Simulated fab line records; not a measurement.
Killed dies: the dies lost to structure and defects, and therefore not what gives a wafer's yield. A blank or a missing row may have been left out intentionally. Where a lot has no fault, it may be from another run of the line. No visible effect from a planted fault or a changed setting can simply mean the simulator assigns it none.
Chamber matching | flow nand-harc | 4 sister chambers for NHARC_P_ZERO_WELL_ETCH_65 on rie-diel-02
The step etches the open film in N2/H2, target depth 80 nm, overetch 24 nm, time 87.88 s. 14 wafers are shown with their chamber, then 7 later ones without.

== WAFERS WITH THEIR CHAMBER ==
wafer  | chamber | drypump-motor-current-A (A) | showerhead-plenum-p-Torr (Torr) | rf-vpp-V (V)
L079.2 | 1       | 5.2                         | 2.21                            | 435.1
L079.4 | 3       | 5.2                         | 2.22                            | 435.6
L079.5 | 0       | 5.3                         | 2.14                            | 433.4
L080.4 | 1       | 5.2                         | 2.21                            | 435.1
L080.5 | 1       | 5.3                         | 2.21                            | 435.2
L080.6 | 0       | 5.3                         | 2.14                            | 432.8
L084.2 | 1       | 5.2                         | 2.21                            | 435.4
L084.3 | 0       | 5.3                         | 2.13                            | 433.5
L084.6 | 1       | 5.2                         | 2.21                            | 434.3
L086.1 | 0       | 5.3                         | 2.13                            | 432.2
L086.2 | 3       | 5.2                         | 2.21                            | 434.7
L086.5 | 0       | 5.3                         | 2.13                            | 433.0
L088.1 | 2       | 6.0                         | 2.04                            | 432.4
L088.5 | 1       | 5.3                         | 2.20                            | 435.4

SIGNATURES, as means of the wafers listed above
reading                  | chamber 0 | chamber 1 | chamber 2 | chamber 3 | scatter within a chamber
drypump-motor-current-A  | 5.300     | 5.233     | 6.000     | 5.200     | 0.0365
showerhead-plenum-p-Torr | 2.1340    | 2.2083    | 2.0400    | 2.2150    | 0.00503
rf-vpp-V                 | 432.980   | 435.083   | 432.400   | 435.150   | 0.482
Rule: distance of a wafer from a chamber = root of the sum over the readings of ((wafer's reading minus chamber's mean) / reading's scatter) squared. The wafer belongs to the nearest chamber; if the next one is less than 2 further off, it can't be placed. The scatter: take each reading less its chamber's mean, square it, sum over the shown wafers, divide by the number of wafers less the number of chambers, and take the root.

== WAFERS WITHOUT THEIR CHAMBER ==
wafer  | drypump-motor-current-A (A) | showerhead-plenum-p-Torr (Torr) | rf-vpp-V (V)
L088.6 | 6.0                         | 2.04                            | 430.2
L091.1 | 5.2                         | 2.20                            | 434.4
L091.2 | 6.0                         | 2.04                            | 432.5
L091.3 | 5.2                         | 2.12                            | 433.3
L097.2 | 5.9                         | 2.03                            | 430.2
L097.5 | 5.2                         | 2.20                            | 434.5
L097.6 | 5.3                         | 2.12                            | 434.1

== CHAMBER TAKEN BY EACH ==
wafer  | from the rows above     | in truth
L088.6 | 2                       | 2
L091.1 | can't be placed: 1 or 3 | 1
L091.2 | 2                       | 2
L091.3 | 0                       | 0
L097.2 | 2                       | 2
L097.5 | can't be placed: 1 or 3 | 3
L097.6 | 0                       | 0
5 of 7 placed correctly. From these rows, 2 cannot be placed; in 2 the true chamber is one of the candidates. Placed wrongly: 0.
